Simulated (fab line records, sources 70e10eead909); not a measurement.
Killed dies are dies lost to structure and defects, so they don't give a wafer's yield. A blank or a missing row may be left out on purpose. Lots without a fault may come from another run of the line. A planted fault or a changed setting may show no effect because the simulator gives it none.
fab line records | flow nand_harc
record lots=23 wafers=69 last_day=34
route steps=1302 shown A_DECK1_JOINT@544 A_CHANNEL_HOLE_D2@571
lots that met no fault: from a run of the same line without faults
start_h: hours from the record's first day to the start of the lot's first wafer shown | wait_h: hours since the lot's step before | " the same as in the row above | L1.1+2: a row that stands for several wafers | - no value, or no start given | * or withheld: withheld | < > ~ a bound
route shown NAME@n: a module of which the file shows steps, and the number in the route of the first | usual: mean/standard deviation of fault-free wafers | same: alike in all rows | chamber/n: place in a boat | sites: the reading at each site | _std_site: their standard deviation | _edge_site: outer sites' mean less inner sites' | radius_mm: how far each site lies from the wafer's centre | mask NAME#n: copy n | behind: the tool/chamber that last shaped the wafer | hold: why the lot was held/for how many hours/how that ended | device: the transistor (n, p or np) that didn't switch | end of line: the same wafers' tests at the end of the route | a step without rows: its recipe alone | killed: dies lost to structure and defects at the first sort, not the wafer's yield | map: a wafer's dies, x killed, . not, _ none there
set.NAME: the setting as run; set.NAME@STEP: as run at that earlier step | model.NAME: the simulator's own value behind a step, which no gauge read
steps of the route over a sample of lots; a table a step, a row a wafer
services: from which hour (start_h, from the record's first day; less than 0 if before it) a tool's chamber was out of use, for how many hours, and why
## steps
# step NHARC_A_DECK1_JOINT_INSPECT_05
# usual raw_defect_count=322/110
# columns lot.wafer tool chamber start_h wait_h raw_defect_count
L074.4 defect_inspect-02 - 270.83 0.0 282
L074.5 " - " " 412
L074.6 " - " " 355
L075.1 defect_inspect-02 - 284.23 0.0 307
L075.5 " - " " 393
L075.6 " - " " 348
L076.1 defect_inspect-01 - 289.47 0.0 456
L076.2 " - " " 514
L076.5 " - " " 436
L077.1 defect_inspect-01 - 304.38 0.0 196
L077.4 " - " " 108
L077.6 " - " " 263
L078.1 defect_inspect-01 - 311.55 0.0 216
L078.3 " - " " 237
L078.6 " - " " 224
L079.1 defect_inspect-02 - 311.55 0.0 322
L079.3 " - " " 303
L079.5 " - " " 316
L081.1 defect_inspect-01 - 331.94 0.0 197
L081.3 " - " " 291
L081.5 " - " " 417
L080.2 defect_inspect-02 - 331.94 0.0 604
L080.3 " - " " 711
L080.6 " - " " 391
L083.1 defect_inspect-01 - 351.47 0.0 342
L083.2 " - " " 278
L083.4 " - " " 273
L082.2 defect_inspect-02 - 351.50 0.0 420
L082.4 " - " " 282
L082.5 " - " " 269
L085.3 defect_inspect-02 - 379.27 0.0 284
L085.5 " - " " 396
L085.6 " - " " 365
L084.2 defect_inspect-02 - 379.27 0.0 673
L084.5 " - " " 520
L084.6 " - " " 269
L087.1 defect_inspect-02 - 397.81 0.0 414
L087.5 " - " " 220
L087.6 " - " " 131
L086.2 defect_inspect-01 - 397.85 0.0 317
L086.5 " - " " 322
L086.6 " - " " 270
L089.1 defect_inspect-01 - 427.44 0.0 221
L089.3 " - " " 290
L089.5 " - " " 173
L088.3 defect_inspect-02 - 427.47 0.0 349
L088.5 " - " " 352
L088.6 " - " " 392
L090.1 defect_inspect-02 - 437.08 0.0 303
L090.2 " - " " 251
L090.6 " - " " 247
L091.1 defect_inspect-01 - 440.04 0.0 249
L091.3 " - " " 224
L091.5 " - " " 161
L095.1 defect_inspect-01 - 472.71 0.0 274
L095.3 " - " " 522
L095.6 " - " " 314
L094.2 defect_inspect-02 - 472.80 0.0 220
L094.4 " - " " 260
L094.5 " - " " 229
L093.2 defect_inspect-01 - 472.88 0.0 232
L093.5 " - " " 247
L093.6 " - " " 186
L096.1 defect_inspect-01 - 489.99 0.0 265
L096.2 " - " " 191
L096.3 " - " " 369
L097.1 defect_inspect-02 - 504.83 0.0 305
L097.2 " - " " 227
L097.3 " - " " 194
# step NHARC_A_CHANNEL_HOLE_D2_DEP_01
# recipe target_thk_a=1400 target_thk_nm=140 temp_c=400 pressure_torr=3.5 flow_sccm=200 rf_w=350 material=SiON
# usual heater_power_w=732/110 susceptor_temp_C=400.03/0.21
# columns lot.wafer tool chamber start_h wait_h heater_power_w susceptor_temp_C
L074.5 pecvd-03 0 289.48 0.4 804 399.82
L074.6 " 1 " " 758 399.91
L074.4 " 2 " " 673 400.29
L075.1 pecvd-04 0 299.39 1.7 808 399.99
L075.6 " 0 " " 812 400.08
L075.5 " 1 " " 511 399.94
L076.1 pecvd-01 2 304.97 1.6 797 399.66
L076.2 " 0 " " 860 399.98
L076.5 " 2 " " 794 399.97
L077.1 pecvd-03 2 321.22 1.6 843 400.04
L077.4 " 1 " " 759 399.78
L077.6 " 2 " " 836 399.76
L079.1 pecvd-03 2 327.25 1.6 784 400.04
L079.3 " 0 " " 700 399.84
L079.5 " 0 " " 693 400.04
L078.1 pecvd-01 0 328.35 1.6 787 400.03
L078.3 " 2 " " 755 399.92
L078.6 " 2 " " 759 399.78
L080.3 pecvd-04 0 347.93 1.0 808 400.20
L080.2 " 1 " " 531 399.94
L080.6 " 1 " " 523 400.13
L081.3 pecvd-03 1 348.12 1.0 763 399.96
L081.1 " 2 " " 777 400.15
L081.5 " 1 " " 779 400.22
L083.2 pecvd-04 2 367.48 1.3 764 400.44
L083.1 " 0 " " 825 400.19
L083.4 " 2 " " 756 399.88
L082.2 pecvd-01 2 368.69 1.3 812 400.24
L082.5 " 2 " " 855 400.31
L082.4 " 1 " " 670 400.22
L084.2 pecvd-04 1 395.38 1.3 531 400.04
L084.5 " 1 " " 540 400.27
L084.6 " 2 " " 746 400.10
L085.3 pecvd-04 1 395.89 1.0 571 400.13
L085.5 " 1 " " 572 399.77
L085.6 " 0 " " 893 400.06
L086.2 pecvd-01 1 416.27 1.3 641 399.71
L086.5 " 1 " " 673 400.29
L086.6 " 0 " " 804 399.99
L087.1 pecvd-04 1 416.52 1.6 561 400.44
L087.6 " 1 " " 568 400.25
L087.5 " 2 " " 625 399.80
L088.3 pecvd-04 1 442.78 1.0 476 400.16
L088.6 " 1 " " 476 399.96
L088.5 " 0 " " 923 399.65
L089.1 pecvd-01 0 442.87 1.6 817 400.32
L089.3 " 2 " " 767 399.77
L089.5 " 0 " " 837 399.91
L091.1 pecvd-03 2 452.26 1.6 786 400.23
L091.3 " 0 " " 784 400.00
L091.5 " 2 " " 764 400.07
L090.2 pecvd-03 1 454.18 1.3 725 400.09
L090.1 " 2 " " 801 399.93
L090.6 " 0 " " 834 399.89
L093.2 pecvd-01 0 490.76 1.3 717 399.75
L093.5 " 0 " " 725 400.01
L093.6 " 1 " " 614 400.26
L095.3 pecvd-04 0 490.79 1.0 793 399.97
L095.1 " 2 " " 746 400.34
L095.6 " 0 " " 819 400.04
L094.2 pecvd-04 2 492.62 1.3 644 399.83
L094.5 " 2 " " 676 400.22
L094.4 " 1 " " 476 400.32
L096.2 pecvd-03 1 505.75 1.3 748 399.64
L096.3 " 2 " " 759 400.17
L096.1 " 0 " " 749 399.97
L097.1 pecvd-03 0 524.35 1.6 681 400.19
L097.2 " 1 " " 719 399.93
L097.3 " 2 " " 792 400.29
# step NHARC_A_CHANNEL_HOLE_D2_ETCH_21
# recipe bias_v=3000 source_w=withheld pressure_mtorr=20 time_s=514.3 ar_flow_sccm=375 c4f8_flow_sccm=89.3 o2_flow_sccm=35.7 temp_c=-20 target_depth_a=16000 chemistry=C4F8/O2/Ar
# usual chamber_pressure_mTorr=20.002/0.018 drypump_motor_current_A=5.8/0.82 showerhead_plenum_p_Torr=3.60/0.14 throttle_valve_pct=32.154/0.0092
# columns lot.wafer tool chamber start_h wait_h chamber_pressure_mTorr drypump_motor_current_A rf_hours_counter_h showerhead_plenum_p_Torr throttle_valve_pct
L074.4 har_etch-02 1 294.47 0.3 20.013 5.0 - 3.63 32.169
L074.6 " 0 " " 20.028 6.4 - 3.69 32.176
L074.5 " 1 " " 20.005 5.0 - 3.63 32.147
L075.1 har_etch-02 1 302.31 0.3 20.032 5.0 363 3.63 32.143
L075.6 " 1 " " 20.004 5.0 - 3.63 32.159
L075.5 " 0 " " 20.026 6.5 - 3.68 32.161
L076.1 har_etch-02 0 307.48 0.3 19.990 6.5 367 3.68 32.172
L076.2 " 1 " " 20.015 5.0 367 3.63 32.154
L076.5 " 0 " " 19.998 6.5 - 3.68 32.161
L077.1 har_etch-01 0 323.78 0.3 20.005 6.8 164 3.56 32.138
L077.4 " 1 " " 20.026 4.9 - 3.48 32.149
L077.6 " 0 " " 20.012 6.7 - 3.56 32.177
L079.1 har_etch-02 0 329.93 0.3 19.990 6.5 375 3.68 32.157
L079.3 " 0 " " 19.999 6.5 - 3.68 32.157
L079.5 " 1 " " 19.978 5.0 - 3.62 32.166
L078.1 har_etch-01 1 330.93 0.3 20.010 5.0 168 3.48 32.147
L078.3 " 0 " " 20.009 6.6 - 3.55 32.156
L078.6 " 1 " " 19.986 5.0 - 3.48 32.151
L080.2 har_etch-02 1 350.42 0.3 19.982 5.0 390 3.61 32.137
L080.3 " 1 " " 20.010 5.0 - 3.61 32.165
L080.6 " 0 " " 20.039 6.5 - 3.67 32.162
L081.1 har_etch-01 0 352.85 0.3 20.017 6.8 183 3.55 32.160
L081.3 " 0 " " 19.981 6.7 - 3.55 32.145
L081.5 " 0 " " 19.994 6.8 - 3.55 32.148
L083.2 har_etch-01 1 373.03 0.3 20.010 5.0 195 3.47 32.157
L083.1 " 0 " " 19.984 6.7 195 3.54 32.165
L083.4 " 1 " " 20.019 5.0 - 3.47 32.159
L082.2 har_etch-02 0 373.37 0.3 19.981 6.5 405 3.66 32.156
L082.4 " 1 " " 20.020 5.0 - 3.61 32.171
L082.5 " 1 " " 20.003 5.0 - 3.61 32.159
L084.2 har_etch-02 0 397.98 0.3 20.001 6.5 0 3.66 32.146
L084.5 " 1 " " 19.997 5.0 - 3.93 32.159
L084.6 " 0 " " 19.981 6.5 - 3.66 32.149
L085.3 har_etch-01 0 398.56 0.3 19.993 6.7 - 3.53 32.171
L085.6 " 0 " " 20.012 6.7 - 3.53 32.149
L085.5 " 1 " " 19.985 5.0 - 3.46 32.151
L086.2 har_etch-02 1 419.23 0.3 19.985 5.0 12 3.93 32.167
L086.6 " 0 " " 19.992 6.5 - 3.65 32.156
L086.5 " 1 " " 20.027 5.0 - 3.93 32.156
L087.1 har_etch-01 0 419.42 0.3 20.032 6.7 225 3.53 32.152
L087.6 " 0 " " 19.992 6.7 - 3.53 32.151
L087.5 " 1 " " 19.985 5.0 - 3.45 32.145
L088.3 har_etch-01 1 445.44 0.3 20.022 5.0 - 3.45 32.147
L088.5 " 1 " " 20.000 5.0 - 3.45 32.152
L088.6 " 0 " " 19.985 6.8 - 3.52 32.164
L089.1 har_etch-02 1 445.52 0.3 19.997 5.0 27 3.92 32.149
L089.3 " 1 " " 19.973 5.0 - 3.92 32.146
L089.5 " 1 " " 20.030 5.0 - 3.92 32.159
L091.1 har_etch-02 1 455.18 0.3 19.985 5.0 35 3.91 32.153
L091.3 " 1 " " 20.017 5.0 - 3.91 32.158
L091.5 " 0 " " 19.993 6.5 - 3.64 32.169
L090.2 har_etch-01 1 459.02 0.3 20.002 5.0 248 3.44 32.144
L090.1 " 0 " " 19.985 6.8 248 3.51 32.142
L090.6 " 0 " " 20.025 6.8 - 3.51 32.152
L093.2 har_etch-01 1 493.11 0.3 19.999 5.0 267 3.43 32.160
L093.5 " 1 " " 20.008 5.0 - 3.43 32.149
L093.6 " 0 " " 20.041 6.7 - 3.50 32.157
L095.1 har_etch-02 1 493.31 0.3 20.007 5.0 58 3.90 32.139
L095.3 " 0 " " 19.989 6.5 - 3.63 32.164
L095.6 " 0 " " 19.999 6.5 - 3.63 32.145
L094.2 har_etch-01 0 497.26 0.3 20.019 6.7 271 3.50 32.162
L094.4 " 0 " " 19.996 6.7 - 3.50 32.145
L094.5 " 1 " " 20.040 5.0 - 3.43 32.152
L096.2 har_etch-01 1 508.25 0.3 19.988 4.9 279 3.42 32.156
L096.1 " 0 " " 19.995 6.7 279 3.50 32.167
L096.3 " 0 " " 20.002 6.7 - 3.50 32.158
L097.2 har_etch-01 0 528.94 0.3 20.013 6.7 287 3.49 32.171
L097.1 " 1 " " 20.014 5.0 287 3.42 32.141
L097.3 " 1 " " 20.007 5.0 - 3.42 32.146
# step NHARC_A_CHANNEL_HOLE_D2_ETCH_23
# recipe bias_v=5000 source_w=withheld pressure_mtorr=20 time_s=819 ar_flow_sccm=375 c4f8_flow_sccm=89.3 o2_flow_sccm=35.7 temp_c=-20 target_depth_a=16000 chemistry=C4F8/O2/Ar
# usual chamber_pressure_mTorr=20.001/0.018 drypump_motor_current_A=5.8/0.82 showerhead_plenum_p_Torr=3.60/0.14 throttle_valve_pct=32.155/0.0099
# columns lot.wafer tool chamber start_h wait_h chamber_pressure_mTorr drypump_motor_current_A rf_hours_counter_h showerhead_plenum_p_Torr throttle_valve_pct
L074.4 har_etch-02 1 295.61 0.5 20.045 5.0 - 3.63 32.171
L074.6 " 0 " " 19.999 6.5 - 3.69 32.154
L074.5 " 1 " " 20.011 5.0 - 3.63 32.154
L075.1 har_etch-02 1 303.33 0.5 20.016 5.0 364 3.63 32.165
L075.6 " 1 " " 19.964 5.0 - 3.63 32.159
L075.5 " 0 " " 20.029 6.5 - 3.68 32.162
L076.1 har_etch-02 0 308.50 0.5 19.960 6.5 368 3.68 32.147
L076.2 " 1 " " 19.990 5.0 368 3.63 32.146
L076.5 " 0 " " 19.983 6.5 - 3.68 32.162
L077.1 har_etch-01 0 324.82 0.5 19.979 6.7 165 3.56 32.144
L077.4 " 1 " " 19.986 5.0 - 3.48 32.172
L077.6 " 0 " " 19.993 6.7 - 3.56 32.154
L079.1 har_etch-02 0 330.93 0.5 20.017 6.5 376 3.68 32.157
L079.3 " 0 " " 19.993 6.5 - 3.68 32.156
L079.5 " 1 " " 20.027 5.0 - 3.62 32.143
L078.1 har_etch-01 1 331.97 0.5 20.003 5.0 169 3.48 32.173
L078.3 " 0 " " 20.016 6.7 - 3.56 32.150
L078.6 " 1 " " 19.998 5.0 - 3.48 32.143
L080.2 har_etch-02 1 351.43 0.5 20.005 5.0 391 3.61 32.144
L080.3 " 1 " " 19.993 5.0 - 3.61 32.147
L080.6 " 0 " " 20.005 6.6 - 3.67 32.146
L081.1 har_etch-01 0 353.89 0.5 19.983 6.8 184 3.55 32.148
L081.3 " 0 " " 19.977 6.7 - 3.55 32.166
L081.5 " 0 " " 20.020 6.7 - 3.55 32.147
L083.2 har_etch-01 1 374.04 0.5 19.969 5.0 196 3.47 32.158
L083.1 " 0 " " 20.030 6.7 196 3.54 32.166
L083.4 " 1 " " 20.004 5.0 - 3.47 32.148
L082.2 har_etch-02 0 374.42 0.5 19.983 6.5 406 3.66 32.151
L082.4 " 1 " " 20.039 5.0 - 3.61 32.151
L082.5 " 1 " " 20.013 5.0 - 3.61 32.148
L084.2 har_etch-02 0 399.02 0.5 20.001 6.5 1 3.66 32.152
L084.5 " 1 " " 20.015 5.0 - 3.93 32.156
L084.6 " 0 " " 19.978 6.5 - 3.66 32.162
L085.3 har_etch-01 0 399.65 0.5 20.007 6.8 - 3.53 32.141
L085.6 " 0 " " 19.972 6.7 - 3.53 32.157
L085.5 " 1 " " 19.990 5.0 - 3.46 32.154
L086.2 har_etch-02 1 420.29 0.5 19.992 5.0 13 3.93 32.153
L086.6 " 0 " " 20.005 6.5 - 3.65 32.157
L086.5 " 1 " " 19.974 5.0 - 3.93 32.147
L087.1 har_etch-01 0 420.42 0.5 19.964 6.7 226 3.52 32.135
L087.6 " 0 " " 19.988 6.7 - 3.52 32.162
L087.5 " 1 " " 19.983 5.0 - 3.45 32.149
L088.3 har_etch-01 1 446.53 0.5 20.013 5.0 - 3.45 32.157
L088.5 " 1 " " 20.020 5.0 - 3.44 32.164
L088.6 " 0 " " 20.015 6.7 - 3.52 32.164
L089.1 har_etch-02 1 446.57 0.5 19.978 5.0 28 3.92 32.160
L089.3 " 1 " " 20.021 5.0 - 3.92 32.169
L089.5 " 1 " " 19.995 5.0 - 3.92 32.156
L091.1 har_etch-02 1 456.23 0.5 20.018 5.0 36 3.91 32.168
L091.3 " 1 " " 19.998 5.0 - 3.91 32.141
L091.5 " 0 " " 19.990 6.5 - 3.64 32.166
L090.2 har_etch-01 1 460.03 0.5 20.005 5.0 249 3.44 32.144
L090.1 " 0 " " 19.997 6.7 249 3.51 32.172
L090.6 " 0 " " 20.009 6.7 - 3.51 32.161
L093.2 har_etch-01 1 494.11 0.5 19.997 5.0 268 3.43 32.152
L093.5 " 1 " " 20.008 5.0 - 3.43 32.145
L093.6 " 0 " " 20.013 6.7 - 3.50 32.157
L095.1 har_etch-02 1 494.32 0.5 19.995 5.0 59 3.90 32.173
L095.3 " 0 " " 20.002 6.5 - 3.63 32.162
L095.6 " 0 " " 19.990 6.5 - 3.63 32.157
L094.2 har_etch-01 0 498.27 0.5 20.002 6.7 272 3.50 32.154
L094.4 " 0 " " 20.015 6.8 - 3.50 32.154
L094.5 " 1 " " 19.979 5.0 - 3.43 32.140
L096.2 har_etch-01 1 509.27 0.5 20.036 5.0 280 3.42 32.162
L096.1 " 0 " " 20.011 6.7 280 3.50 32.141
L096.3 " 0 " " 19.982 6.7 - 3.50 32.149
L097.2 har_etch-01 0 529.96 0.5 20.037 6.7 288 3.49 32.149
L097.1 " 1 " " 19.998 5.0 288 3.42 32.166
L097.3 " 1 " " 19.961 5.0 - 3.42 32.133
# step NHARC_A_CHANNEL_HOLE_D2_ETCH_25
# recipe bias_v=5000 source_w=withheld pressure_mtorr=20 time_s=1040.2 ar_flow_sccm=375 c4f8_flow_sccm=93.8 o2_flow_sccm=31.2 temp_c=-20 target_depth_a=15000 chemistry=C4F8/O2/Ar
# usual chamber_pressure_mTorr=20.002/0.018 drypump_motor_current_A=5.8/0.82 showerhead_plenum_p_Torr=3.59/0.14 throttle_valve_pct=32.235/0.0078
# columns lot.wafer tool chamber start_h wait_h chamber_pressure_mTorr drypump_motor_current_A rf_hours_counter_h showerhead_plenum_p_Torr throttle_valve_pct
L074.4 har_etch-02 1 297.18 0.7 20.020 5.0 - 3.63 32.226
L074.6 " 0 " " 19.993 6.5 - 3.68 32.248
L074.5 " 1 " " 20.009 5.0 - 3.63 32.236
L075.1 har_etch-02 1 304.79 0.6 19.988 5.0 366 3.62 32.231
L075.6 " 1 " " 19.960 5.0 - 3.62 32.230
L075.5 " 0 " " 19.985 6.5 - 3.68 32.229
L076.1 har_etch-02 0 309.96 0.6 19.998 6.6 370 3.67 32.241
L076.2 " 1 " " 20.029 5.0 370 3.62 32.234
L076.5 " 0 " " 19.972 6.5 - 3.67 32.236
L077.1 har_etch-01 0 326.32 0.7 20.024 6.7 167 3.55 32.223
L077.4 " 1 " " 19.990 5.0 - 3.48 32.231
L077.6 " 0 " " 20.017 6.7 - 3.55 32.237
L079.1 har_etch-02 0 332.39 0.6 20.016 6.5 377 3.67 32.230
L079.3 " 0 " " 19.982 6.5 - 3.67 32.230
L079.5 " 1 " " 19.996 5.0 - 3.62 32.238
L078.1 har_etch-01 1 333.47 0.7 20.002 5.0 171 3.48 32.240
L078.3 " 0 " " 19.998 6.7 - 3.55 32.238
L078.6 " 1 " " 19.993 5.0 - 3.48 32.241
L080.2 har_etch-02 1 352.90 0.6 19.996 5.0 393 3.61 32.227
L080.3 " 1 " " 20.002 5.0 - 3.61 32.225
L080.6 " 0 " " 19.972 6.5 - 3.66 32.216
L081.1 har_etch-01 0 355.39 0.7 20.009 6.7 186 3.54 32.232
L081.3 " 0 " " 20.023 6.7 - 3.54 32.246
L081.5 " 0 " " 19.999 6.7 - 3.54 32.243
L083.2 har_etch-01 1 375.50 0.6 20.023 5.0 197 3.46 32.232
L083.1 " 0 " " 19.971 6.7 197 3.54 32.250
L083.4 " 1 " " 19.988 5.0 - 3.46 32.232
L082.2 har_etch-02 0 375.91 0.7 20.022 6.5 408 3.65 32.244
L082.4 " 1 " " 19.999 5.0 - 3.60 32.232
L082.5 " 1 " " 20.005 5.0 - 3.60 32.251
L084.2 har_etch-02 0 400.53 0.7 20.012 6.5 3 3.65 32.238
L084.5 " 1 " " 19.997 5.0 - 3.93 32.228
L084.6 " 0 " " 20.001 6.5 - 3.65 32.239
L085.3 har_etch-01 0 401.17 0.7 19.998 6.7 - 3.53 32.237
L085.6 " 0 " " 19.981 6.7 - 3.53 32.211
L085.5 " 1 " " 19.982 5.0 - 3.45 32.244
L086.2 har_etch-02 1 421.78 0.7 20.023 5.0 14 3.92 32.237
L086.6 " 0 " " 20.012 6.5 - 3.65 32.234
L086.5 " 1 " " 20.001 5.0 - 3.92 32.229
L087.1 har_etch-01 0 421.91 0.6 19.993 6.7 228 3.52 32.236
L087.6 " 0 " " 20.002 6.6 - 3.52 32.211
L087.5 " 1 " " 20.007 5.0 - 3.45 32.221
L089.1 har_etch-02 1 448.06 0.7 20.037 5.0 30 3.91 32.249
L089.3 " 1 " " 20.034 5.0 - 3.91 32.237
L089.5 " 1 " " 19.997 5.0 - 3.91 32.230
L088.3 har_etch-01 1 448.06 0.7 20.009 5.0 - 3.44 32.239
L088.5 " 1 " " 19.978 5.0 - 3.44 32.239
L088.6 " 0 " " 20.010 6.8 - 3.51 32.240
L091.1 har_etch-02 1 457.73 0.7 19.978 5.0 37 3.91 32.234
L091.3 " 1 " " 20.036 5.0 - 3.91 32.241
L091.5 " 0 " " 19.988 6.5 - 3.63 32.228
L090.2 har_etch-01 1 461.51 0.6 20.041 5.0 251 3.43 32.217
L090.1 " 0 " " 19.989 6.7 251 3.51 32.240
L090.6 " 0 " " 20.005 6.8 - 3.51 32.246
L093.2 har_etch-01 1 495.57 0.6 20.010 5.0 270 3.42 32.244
L093.5 " 1 " " 20.018 5.0 - 3.43 32.229
L093.6 " 0 " " 20.005 6.7 - 3.50 32.245
L095.1 har_etch-02 1 495.78 0.6 20.024 5.0 60 3.89 32.238
L095.3 " 0 " " 19.986 6.5 - 3.62 32.231
L095.6 " 0 " " 20.006 6.5 - 3.62 32.247
L094.2 har_etch-01 0 499.74 0.6 20.012 6.8 273 3.50 32.223
L094.4 " 0 " " 19.995 6.8 - 3.50 32.258
L094.5 " 1 " " 20.032 4.9 - 3.42 32.239
L096.2 har_etch-01 1 510.71 0.6 20.003 5.0 281 3.42 32.227
L096.1 " 0 " " 19.980 6.7 281 3.49 32.238
L096.3 " 0 " " 19.998 6.8 - 3.49 32.239
L097.2 har_etch-01 0 531.41 0.6 20.039 6.7 289 3.49 32.239
L097.1 " 1 " " 20.017 5.0 289 3.41 32.238
L097.3 " 1 " " 20.010 5.0 - 3.41 32.232
# step NHARC_A_CHANNEL_HOLE_D2_STRIP_28
# recipe o2_flow_sccm=500 ar_flow_sccm=0 bias_w=0 chemistry=O2
# usual chamber_pressure_mTorr=60.00/0.054 drypump_motor_current_A=5.4/0.62 oes_product_au=0.997/0.0097 rf_vpp_V=57.8/0.92 showerhead_plenum_p_Torr=3.52/0.16 throttle_valve_pct=17.037/0.0094
# columns lot.wafer tool chamber start_h wait_h chamber_pressure_mTorr drypump_motor_current_A oes_product_au rf_hours_counter_h rf_vpp_V showerhead_plenum_p_Torr throttle_valve_pct
L074.4 rie_diel-04 0 - - 60.09 5.9 1.009 5.4 57.9 3.37 17.036
L074.5 " 0 " " 59.99 5.9 1.007 - 56.5 3.37 17.029
L074.6 " 1 " " 60.00 4.8 0.996 - 58.0 3.75 17.057
L075.1 rie_diel-06 1 - - 60.03 5.0 1.021 10.0 57.8 3.58 17.042
L075.5 " 1 " " 59.93 5.0 1.006 - 57.9 3.58 17.043
L075.6 " 2 " " 60.02 5.8 1.014 - 56.1 3.32 17.045
L076.2 rie_diel-04 2 - - 60.00 4.7 1.001 6.0 56.8 3.41 17.033
L076.1 " 3 " " 60.02 4.7 1.010 6.2 58.4 3.65 17.035
L076.5 " 3 " " 60.01 4.7 1.011 - 57.5 3.65 17.034
L077.1 rie_diel-04 2 - - 59.90 4.7 0.997 7.0 56.7 3.41 17.035
L077.4 " 0 " " 60.05 5.9 0.991 7.3 57.9 3.37 17.038
L077.6 " 2 " " 60.00 4.7 0.991 - 58.5 3.41 17.052
L079.3 rie_diel-06 2 - - 60.09 5.8 0.998 2.4 59.3 3.32 17.049
L079.1 " 0 " " 60.09 6.1 0.988 0.8 57.4 3.49 17.028
L079.5 " 0 " " 59.91 6.1 0.990 - 58.1 3.49 17.047
L078.3 rie_diel-07 2 - - 59.90 5.4 0.982 1.2 59.2 3.77 17.037
L078.1 " 3 " " 60.00 6.2 0.997 1.0 58.7 3.36 17.041
L078.6 " 3 " " 59.96 6.2 1.002 - 57.4 3.36 17.045
L080.3 rie_diel-04 1 - - 60.02 4.8 0.985 7.6 56.4 3.75 17.044
L080.2 " 3 " " 59.99 4.7 1.005 8.6 58.1 3.65 17.039
L080.6 " 1 " " 60.11 4.8 0.982 - 58.1 3.75 17.042
L081.1 rie_diel-06 1 - - 59.95 5.0 0.991 0.0 58.2 3.58 17.028
L081.3 " 3 " " 59.99 5.8 0.997 3.1 58.4 3.61 17.056
L081.5 " 2 " " 59.91 5.8 0.992 - 56.5 3.32 17.026
L083.2 rie_diel-07 3 - - 60.09 6.2 1.014 4.0 57.2 3.36 17.024
L083.4 " 1 " " 60.01 5.2 1.002 4.8 55.6 3.33 17.042
L083.1 " 2 " " 59.90 5.4 0.997 4.3 57.9 3.77 17.029
L082.2 rie_diel-04 3 - - 60.06 4.7 0.991 0.9 56.6 3.65 17.039
L082.4 " 1 " " 59.94 4.8 0.994 0.8 58.4 3.75 17.055
L082.5 " 3 " " 59.97 4.7 0.988 - 57.8 3.65 17.036
L084.2 rie_diel-04 2 - - 59.99 4.7 1.000 2.4 56.7 3.41 17.028
L084.5 " 3 " " 59.93 4.7 0.995 - 58.7 3.65 17.046
L084.6 " 0 " " 60.07 5.9 0.986 - 57.7 3.37 17.035
L085.3 rie_diel-07 3 - - 59.99 6.2 1.004 5.8 58.1 3.36 17.024
L085.6 " 0 " " 60.00 6.5 0.998 - 56.4 3.66 17.032
L085.5 " 1 " " 59.95 5.3 0.990 - 57.6 3.33 17.035
L086.2 rie_diel-06 0 - - 59.95 6.1 0.999 5.6 56.9 3.48 17.045
L086.5 " 1 " " 59.99 5.0 0.999 - 59.1 3.57 17.030
L086.6 " 2 " " 59.97 5.8 1.007 - 57.4 3.32 17.027
L087.1 rie_diel-04 1 - - 59.98 4.8 0.975 2.8 58.3 3.75 17.039
L087.6 " 1 " " 59.91 4.8 0.992 - 56.3 3.75 17.040
L087.5 " 2 " " 60.03 4.7 0.988 - 56.9 3.40 17.043
L088.3 rie_diel-04 0 - - 59.99 5.9 0.999 4.3 57.3 3.37 17.041
L088.6 " 0 " " 59.96 5.9 0.990 - 57.6 3.37 17.025
L088.5 " 2 " " 59.93 4.7 0.981 - 58.1 3.40 17.039
L089.3 rie_diel-06 1 - - 60.02 5.0 0.995 4.5 58.2 3.57 17.043
L089.1 " 2 " " 59.95 5.8 1.012 7.9 56.8 3.32 17.044
L089.5 " 1 " " 59.94 5.1 1.000 - 58.3 3.57 17.042
L091.1 rie_diel-04 3 - - 59.99 4.7 0.997 5.5 58.2 3.65 17.041
L091.3 " 0 " " 59.93 5.9 0.981 4.9 56.3 3.37 17.023
L091.5 " 3 " " 60.03 4.7 0.998 - 59.0 3.65 17.042
L090.2 rie_diel-06 0 - - 60.01 6.1 1.016 7.6 58.5 3.48 17.029
L090.1 " 1 " " 60.05 5.0 1.005 6.1 57.5 3.57 17.031
L090.6 " 0 " " 59.97 6.1 1.013 - 57.2 3.48 17.024
L093.2 rie_diel-04 3 - - 59.97 4.6 0.998 7.6 58.4 3.65 17.039
L093.6 " 1 " " 60.01 4.8 0.981 - 58.6 3.75 17.031
L093.5 " 2 " " 60.00 4.7 0.991 - 57.0 3.40 17.030
L095.1 rie_diel-07 2 - - 60.04 5.5 1.000 1.2 59.7 3.76 17.024
L095.3 " 3 " " 60.01 6.2 0.991 1.1 58.2 3.36 17.038
L095.6 " 0 " " 59.92 6.5 0.996 - 58.9 3.65 17.048
L094.2 rie_diel-04 0 - - 59.93 5.9 0.991 7.2 57.2 3.37 17.032
L094.4 " 2 " " 60.05 4.7 0.986 7.9 57.4 3.40 17.015
L094.5 " 3 " " 60.04 4.7 1.004 - 58.2 3.65 17.044
L096.1 rie_diel-06 1 - - 60.02 5.0 1.018 0.7 58.5 3.57 17.041
L096.2 " 3 " " 59.92 5.8 1.004 1.2 60.5 3.61 17.033
L096.3 " 0 " " 60.09 6.1 0.996 1.1 58.3 3.48 17.039
L097.2 rie_diel-07 1 - - 59.95 5.3 0.991 3.6 57.4 3.33 17.035
L097.3 " 2 " " 59.99 5.4 1.003 2.7 57.5 3.76 17.029
L097.1 " 3 " " 59.90 6.2 0.998 2.7 57.8 3.36 17.019
## services
# columns tool chamber start_h hours kind
pecvd-04 - 269.23 13.0 pm
rie_diel-06 3 271.23 15.6 repair
rie_diel-06 2 272.44 3.1 repair
rie_diel-06 0 280.91 45.9 repair
rie_diel-04 1 282.13 8.7 repair
rie_diel-06 - 307.92 9.0 pm
pecvd-01 - 311.00 13.0 pm
har_etch-02 - 339.45 2.7 repair
pecvd-01 1 346.27 3.7 repair
rie_diel-04 - 355.13 9.0 pm
pecvd-03 - 366.59 13.0 pm
har_etch-02 - 377.04 17.0 pm
pecvd-03 1 380.76 5.9 repair
pecvd-03 - 390.45 2.9 repair
rie_diel-06 1 391.11 3.9 repair
rie_diel-06 3 422.77 7.5 repair
rie_diel-04 3 446.53 5.4 repair
pecvd-04 0 447.24 10.6 repair
pecvd-04 - 450.24 13.0 pm
rie_diel-04 1 469.56 12.8 repair
pecvd-03 1 470.53 3.4 repair
rie_diel-06 0 484.66 6.1 repair
rie_diel-06 - 484.96 9.0 pm
rie_diel-04 - 532.13 9.0 pm
## key
fault none
